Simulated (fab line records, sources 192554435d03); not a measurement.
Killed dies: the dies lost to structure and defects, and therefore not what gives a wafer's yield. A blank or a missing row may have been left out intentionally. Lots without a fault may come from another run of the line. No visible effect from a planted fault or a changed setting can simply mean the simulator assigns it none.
The tool behind it: which one? | flow n5 finfet | 21 wafers from 7 lots sampled at 9 of the route's 1938 steps

## WHAT THE GAUGES READ, wafer by wafer
N5_SD_EPI_N_INSPECT_26: inspects for defects (darkfield). Usual: raw defect count 204, standard deviation 39.
lot  | measured    | on                | raw defect count | flag
L367 | day 3 15:56 | defect inspect-02 | 224 294 279      |
L375 | day 5 18:34 | defect inspect-02 | 273 210 248      |
L379 | day 6 19:53 | defect inspect-02 | 165 176 160      |
L380 | day 6 22:13 | defect inspect-01 | 172 155 175      |
L381 | day 7 05:16 | defect inspect-02 | 805 829 843      | OFF
L382 | day 7 10:01 | defect inspect-01 | 899 851 791      | OFF
L388 | day 8 21:28 | defect inspect-01 | 166 164 149      |

N5_SD_EPI_P_INSPECT_11: inspects for defects (macro). Usual: raw defect count 2.1, standard deviation 1.6.
lot  | measured    | on                | raw defect count | flag
L367 | day 3 16:23 | defect inspect-02 | 2 4 2            |
L375 | day 5 18:54 | defect inspect-02 | 1 0 2            |
L379 | day 6 20:13 | defect inspect-02 | 1 1 2            |
L380 | day 6 22:40 | defect inspect-01 | 0 1 0            |
L381 | day 7 05:43 | defect inspect-02 | >300 >300 >300   | OFF
L382 | day 7 10:28 | defect inspect-01 | >300 >300 >300   | OFF
L388 | day 8 21:48 | defect inspect-02 | 2 1 5            |

N5_SD_EPI_P_INSPECT_26: inspects for defects (darkfield). Usual: raw defect count 175, standard deviation 37.
lot  | measured    | on                | raw defect count | flag
L367 | day 3 21:30 | defect inspect-01 | 169 217 160      |
L375 | day 5 22:40 | defect inspect-01 | 175 174 210      |
L379 | day 7 00:17 | defect inspect-02 | 141 147 155      |
L380 | day 7 02:26 | defect inspect-01 | 169 109 153      |
L381 | day 7 09:28 | defect inspect-01 | 752 825 769      | OFF
L382 | day 7 14:13 | defect inspect-02 | 869 846 783      | OFF
L388 | day 9 01:34 | defect inspect-01 | 156 140 181      |

N5_SD_ACTIVATION_INSPECT_02: inspects for defects (darkfield). Usual: raw defect count 175, standard deviation 38.
lot  | measured    | on                | raw defect count | flag
L367 | day 3 22:15 | defect inspect-02 | 183 219 169      |
L375 | day 5 23:25 | defect inspect-01 | 172 183 224      |
L379 | day 7 01:02 | defect inspect-01 | 144 137 147      |
L380 | day 7 03:14 | defect inspect-02 | 181 130 156      |
L381 | day 7 10:13 | defect inspect-01 | 759 801 758      | OFF
L382 | day 7 14:59 | defect inspect-02 | 860 859 780      | OFF
L388 | day 9 02:23 | defect inspect-02 | 166 154 179      |

N5_BEOL_M4_RC_MEAS_101. Usual: DIBL_N 36.3 mV/V, standard deviation 1; DIBL_P 36.2 mV/V, standard deviation 1.4; IOFF_N 0.157 nA/um, standard deviation 0.021; IOFF_P 0.206 nA/um, standard deviation 0.025; ION_N 673 uA/um, standard deviation 9; ION_P 461 uA/um, standard deviation 6.4; SS_N 71.5 mV/dec, standard deviation 0.5; SS_P 73.2 mV/dec, standard deviation 0.47; VT_N 249.9 mV, standard deviation 2.4; VT_P -250.6 mV, standard deviation 2.9.
lot  | measured     | on        | DIBL_N (mV/V)  | DIBL_P (mV/V)  | IOFF_N (nA/um)    | IOFF_P (nA/um)    | ION_N (uA/um) | ION_P (uA/um) | SS_N (mV/dec)  | SS_P (mV/dec)  | VT_N (mV)         | VT_P (mV)            | flag
L367 | day 8 10:10  | prober-02 | 36.3 35.5 37.9 | 36.9 36.1 38.2 | 0.150 0.134 0.171 | 0.209 0.194 0.225 | 659 657 669   | 457 452 461   | 71.7 71.6 72.7 | 72.9 73.6 74.3 | 252.3 255.2 250.0 | -251.1 -251.2 -252.0 |
L375 | day 9 23:08  | prober-02 | 35.7 37.5 35.7 | 34.6 36.7 34.4 | 0.132 0.153 0.135 | 0.177 0.205 0.174 | 668 664 659   | 458 458 456   | 71.7 71.8 71.9 | 72.9 73.6 72.6 | 250.7 251.9 251.5 | -251.9 -251.3 -251.5 |
L379 | day 11 11:57 | prober-01 | 36.6 36.8 36.1 | 36.7 36.7 34.8 | 0.187 0.202 0.169 | 0.259 0.271 0.233 | 685 687 682   | 470 475 471   | 71.7 71.7 71.1 | 73.0 72.9 72.7 | 247.2 243.5 247.3 | -244.2 -244.8 -248.5 |
L380 | day 11 23:32 | prober-02 | 35.6 37.0 36.3 | 35.0 35.2 35.1 | 0.139 0.150 0.145 | 0.220 0.224 0.217 | 666 671 661   | 466 462 462   | 71.5 71.8 71.1 | 72.8 73.1 72.9 | 251.5 250.7 251.4 | -247.1 -247.0 -247.4 |
L381 | day 11 15:38 | prober-01 | 36.5 38.0 36.4 | 35.7 37.5 35.4 | 0.142 0.169 0.138 | 0.199 0.228 0.196 | 665 666 658   | 454 463 456   | 71.3 71.4 71.1 | 73.1 73.5 73.1 | 250.0 249.7 250.6 | -250.1 -248.1 -253.0 |
L382 | day 12 04:47 | prober-02 | 35.6 36.8 36.5 | 35.9 37.1 37.8 | 0.151 0.173 0.172 | 0.179 0.206 0.214 | 665 666 678   | 455 455 463   | 70.6 71.6 71.6 | 73.3 72.8 73.4 | 248.0 250.0 248.5 | -254.9 -251.5 -252.5 |
L388 | day 13 18:34 | prober-02 | 36.6 37.6 36.7 | 39.0 40.5 38.5 | 0.183 0.208 0.187 | 0.210 0.230 0.207 | 688 697 686   | 469 462 462   | 71.7 71.7 72.0 | 73.4 73.7 73.4 | 246.7 247.3 246.2 | -247.7 -248.8 -249.5 |

## WHAT TOOL EACH LOT RAN ON (gives the tool, then ch and the chambers of the sampled wafers, and finally the start)
lot  | N5_SD_EPI_N_ETCH_35               | N5_SD_EPI_N_STRIP_18               | N5_SD_EPI_P_ETCH_36               | N5_SD_EPI_P_ETCHBACK_46
L367 | rie diel-02 ch 1,2,3, day 3 12:05 | wet bench-02 ch 2,3,5, day 3 12:52 | rie diel-03 ch 0,1, day 3 16:48   | rie diel-03 ch 0,1, day 3 17:11
L375 | rie diel-06 ch 1,2, day 5 13:57   | wet bench-02 ch 0,4,5, day 5 14:44 | rie diel-03 ch 0,2, day 5 18:58   | rie diel-03 ch 0,2, day 5 19:21
L379 | rie diel-02 ch 1,3, day 6 15:35   | wet bench-03 ch 0,2,7, day 6 16:22 | rie diel-01 ch 1,2, day 6 20:35   | rie diel-01 ch 1,2, day 6 20:58
L380 | rie diel-04 ch 1,2,3, day 6 18:22 | wet bench-05 ch 2,4,5, day 6 19:09 | rie diel-01 ch 1,3, day 6 22:44   | rie diel-01 ch 1,3, day 6 23:07
L381 | rie diel-06 ch 1,2, day 7 01:25   | wet bench-02 ch 3,6,7, day 7 02:12 | rie diel-03 ch 0,2, day 7 05:47   | rie diel-03 ch 0,2, day 7 06:10
L382 | rie diel-04 ch 1,2,3, day 7 06:19 | wet bench-02 ch 0,1,6, day 7 06:56 | rie diel-01 ch 0,1,2, day 7 10:32 | rie diel-01 ch 0,1,2, day 7 10:55
L388 | rie diel-04 ch 0,1,2, day 8 17:36 | wet bench-03 ch 3,6,7, day 8 18:23 | rie diel-03 ch 0,2, day 8 21:52   | rie diel-03 ch 0,2, day 8 22:15
- N5_SD_EPI_N_ETCH_35: etches SOC in N2/H2, overetch 108 nm, time 486 s.
- N5_SD_EPI_N_STRIP_18: strips in SPM, time 750 s.
- N5_SD_EPI_P_ETCH_36: etches SiARC in CF4, target depth 45.5 nm, time 75.8 s.
- N5_SD_EPI_P_ETCHBACK_46: etches SiNx in CH3F/O2, stops on SiO2, target depth 17.5 nm.

## WHAT THE TOOLS THEMSELVES READ (means of the sampled wafers that have a number; where no wafer has one, the mark that the record gives instead)
N5_SD_EPI_N_ETCH_35. Usual: drypump motor current A 5.9 A, standard deviation 0.54; oes product au 0.70 a.u., standard deviation 0.07; rf vpp V 240.8 V, standard deviation 1.3; showerhead plenum p Torr 2.54 Torr, standard deviation 0.084; throttle valve pct 23.9 %, standard deviation 0.31.
lot  | tool        | drypump motor current A (A) | oes product au (a.u.) | rf vpp V (V) | showerhead plenum p Torr (Torr) | throttle valve pct (%) | flag
L367 | rie diel-02 | 5.7                         | 0.69                  | 240.7        | 2.59                            | 24.2                   |
L375 | rie diel-06 | 5.9                         | 0.67                  | 240.7        | 2.51                            | 23.7                   |
L379 | rie diel-02 | 5.4                         | 0.62                  | 240.7        | 2.59                            | 24.2                   |
L380 | rie diel-04 | 5.9                         | 0.71                  | 240.9        | 2.56                            | 23.9                   |
L381 | rie diel-06 | 5.8                         | 0.67                  | 241.7        | 2.59                            | 24.0                   |
L382 | rie diel-04 | 5.9                         | 0.70                  | 240.9        | 2.55                            | 23.9                   |
L388 | rie diel-04 | 6.1                         | 0.74                  | 240.2        | 2.49                            | 23.8                   |

N5_SD_EPI_N_STRIP_18. Usual: bath heat duty pct 15.2 %, standard deviation 1.5.
lot  | tool         | bath heat duty pct (%) | flag
L367 | wet bench-02 | 14.4                   |
L375 | wet bench-02 | 14.9                   |
L379 | wet bench-03 | 16.1                   |
L380 | wet bench-05 | 15.4                   |
L381 | wet bench-02 | 14.8                   |
L382 | wet bench-02 | 14.6                   |
L388 | wet bench-03 | 14.7                   |

N5_SD_EPI_P_ETCH_36. Usual: drypump motor current A 5.6 A, standard deviation 0.58; etch rf on time s 75.3 s, standard deviation 1.2; oes product au 0.65 a.u., standard deviation 0.066; rf vpp V 184.4 V, standard deviation 1.3; showerhead plenum p Torr 2.16 Torr, standard deviation 0.082; throttle valve pct 15.60 %, standard deviation 0.19.
lot  | tool        | drypump motor current A (A) | etch rf on time s (s) | oes product au (a.u.) | rf vpp V (V) | showerhead plenum p Torr (Torr) | throttle valve pct (%) | flag
L367 | rie diel-03 | 5.4                         | 75.9                  | 0.64                  | 185.2        | 2.22                            | 15.48                  |
L375 | rie diel-03 | 5.3                         | 75.8                  | 0.64                  | 185.9        | 2.22                            | 15.50                  |
L379 | rie diel-01 | 6.2                         | 74.8                  | 0.70                  | 185.7        | 2.24                            | 15.70                  |
L380 | rie diel-01 | 5.2                         | 75.1                  | 0.66                  | 184.3        | 2.22                            | 15.56                  |
L381 | rie diel-03 | 5.3                         | 75.7                  | 0.63                  | 184.6        | 2.21                            | 15.56                  |
L382 | rie diel-01 | 6.1                         | 74.9                  | 0.68                  | 184.5        | 2.23                            | 15.70                  |
L388 | rie diel-03 | 5.3                         | 76.2                  | 0.61                  | 185.2        | 2.21                            | 15.57                  |

N5_SD_EPI_P_ETCHBACK_46. Usual: drypump motor current A is 5.6 A with standard deviation 0.59, oes_ar_750_au is 0.77 a.u. with standard deviation 0.073, oes_o_777_au is 0.77 a.u. with standard deviation 0.072, oes product au is 0.65 a.u. with standard deviation 0.061, rf vpp V is 296.8 V with standard deviation 2.6, showerhead plenum p Torr is 2.02 Torr with standard deviation 0.083, and throttle valve pct is 16.33 % with standard deviation 0.18.
lot  | tool        | drypump motor current A (A) | oes_ar_750_au (a.u.) | oes_o_777_au (a.u.) | oes product au (a.u.) | rf vpp V (V) | showerhead plenum p Torr (Torr) | throttle valve pct (%) | flag
L367 | rie diel-03 | 5.4                         | 0.74                 | 0.75                | 0.64                  | 299.7        | 2.08                            | 16.22                  |
L375 | rie diel-03 | 5.2                         | 0.75                 | 0.75                | 0.64                  | 297.4        | 2.07                            | 16.23                  |
L379 | rie diel-01 | 6.1                         | 0.82                 | 0.82                | 0.69                  | 296.0        | 2.09                            | 16.44                  |
L380 | rie diel-01 | 5.2                         | 0.77                 | 0.77                | 0.65                  | 296.9        | 2.08                            | 16.30                  |
L381 | rie diel-03 | 5.3                         | 0.72                 | 0.73                | 0.62                  | 297.8        | 2.07                            | 16.27                  |
L382 | rie diel-01 | 6.1                         | 0.80                 | 0.80                | 0.67                  | 298.1        | 2.08                            | 16.43                  |
L388 | rie diel-03 | 5.3                         | 0.72                 | 0.73                | 0.62                  | 298.6        | 2.06                            | 16.29                  |

## THE ANSWER, worked out from the rows above alone
Rule: a lot is off if the mean of its wafers that have a number lies more than 3 standard deviations from the usual mean. Also off: a lot with no number at a reading for which 4 or more lots have one. The other lots that the step has rows for count as sound. The gauges are gone through in route order, then the tools' own readings, and for those a lot's mean is taken as printed above. At the first step where some lot is off, the reading lying furthest off is the one used; lots without a number count as furthest.
Off, at N5_SD_EPI_N_INSPECT_26 on raw defect count: L381, L382.
A tool fits if, at a process step before that reading, it ran every lot that is off, and no sound lot after the first of them. The gauges at N5_SD_EPI_N_INSPECT_26 are tried like those tools. One fits: wet bench-02 at N5_SD_EPI_N_STRIP_18. A fault onset in the window from L375 (day 5 14:44, its last sound lot) to L381 (day 7 02:12, its first lot off) fits.

## WHAT THE SIMULATOR HAD INSERTED
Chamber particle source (wet bench-02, N5_SD_EPI_N_STRIP_18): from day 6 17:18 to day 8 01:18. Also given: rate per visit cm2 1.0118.
Struck lots among those shown: L381, L382. The rule given above showed the same thing.
